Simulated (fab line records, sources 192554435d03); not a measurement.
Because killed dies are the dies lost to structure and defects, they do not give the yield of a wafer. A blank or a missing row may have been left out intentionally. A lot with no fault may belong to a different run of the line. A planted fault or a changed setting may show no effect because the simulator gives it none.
Chamber matching + flow n5-finfet + N5_BEOL_M11_CURE_71 on uv-cure-03 has 3 sister chambers
The step cures SiCOH lowk, time 240 s. 18 wafers are shown with their chamber, then 9 later ones without.

WAFERS WITH THEIR CHAMBER
| wafer  | chamber | wafer_temp_C_max | lamp-power-pct (%) |
|--------|---------|------------------|--------------------|
| L077.2 | 2       | 387.2            | 52.29              |
| L077.3 | 2       | 386.4            | 52.32              |
| L077.5 | 2       | 386.5            | 52.41              |
| L081.3 | 1       | 387.6            | 52.33              |
| L081.5 | 1       | 388.3            | 52.32              |
| L081.6 | 1       | 388.4            | 52.29              |
| L080.1 | 1       | 387.8            | 52.30              |
| L080.4 | 1       | 388.5            | 52.26              |
| L080.5 | 1       | 387.5            | 52.34              |
| L083.2 | 0       | 386.6            | 52.30              |
| L083.3 | 0       | 386.6            | 52.39              |
| L083.4 | 0       | 386.8            | 52.36              |
| L085.1 | 2       | 386.2            | 52.29              |
| L085.2 | 2       | 386.7            | 52.34              |
| L085.3 | 2       | 386.5            | 52.25              |
| L088.2 | 0       | 386.7            | 52.41              |
| L088.3 | 0       | 386.0            | 52.33              |
| L088.5 | 0       | 386.5            | 52.39              |

SIGNATURES (averages over the wafers above)
| reading          | chamber 0 | chamber 1 | chamber 2 | scatter within a chamber |
|------------------|-----------|-----------|-----------|--------------------------|
| wafer_temp_C_max | 386.533   | 388.017   | 386.583   | 0.359                    |
| lamp-power-pct   | 52.3633   | 52.3067   | 52.3167   | 0.0434                   |
Rule: distance of a wafer from a chamber = root of the sum over the readings of ((wafer's reading minus chamber's mean) / reading's scatter) squared. If the next closest chamber is less than 2 further off than the closest, the wafer can't be placed; otherwise it belongs to the closest. How the scatter is found: for the shown wafers, subtract from each reading the mean of its chamber, square and add these, divide the total by (wafers less chambers), then take the root.

WAFERS WITH NO CHAMBER GIVEN
| wafer  | wafer_temp_C_max | lamp-power-pct (%) |
|--------|------------------|--------------------|
| L089.2 | 385.8            | 52.19              |
| L089.5 | 386.1            | 52.32              |
| L089.6 | 385.9            | 52.38              |
| L092.1 | 386.3            | 52.29              |
| L092.2 | 386.3            | 52.27              |
| L092.4 | 386.4            | 52.34              |
| L096.1 | 386.4            | 52.26              |
| L096.2 | 387.2            | 52.27              |
| L096.5 | 387.2            | 52.32              |

WHICH CHAMBER EACH WENT THROUGH
| wafer  | from the rows above          | in truth |
|--------|------------------------------|----------|
| L089.2 | can't be placed: 2 or 0      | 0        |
| L089.5 | can't be placed: 2 or 0      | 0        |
| L089.6 | can't be placed: 0 or 2      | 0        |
| L092.1 | can't be placed: 2 or 0      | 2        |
| L092.2 | can't be placed: 2 or 0      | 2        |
| L092.4 | can't be placed: 0 or 2      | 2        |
| L096.1 | can't be placed: 2 or 0      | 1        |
| L096.2 | can't be placed: 2 or 1 or 0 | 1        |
| L096.5 | can't be placed: 2 or 0 or 1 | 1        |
Correct placement for 0 of the 9. Not placeable from these rows: 9 (in 8, the candidates include the true chamber). Number placed wrongly: 0.
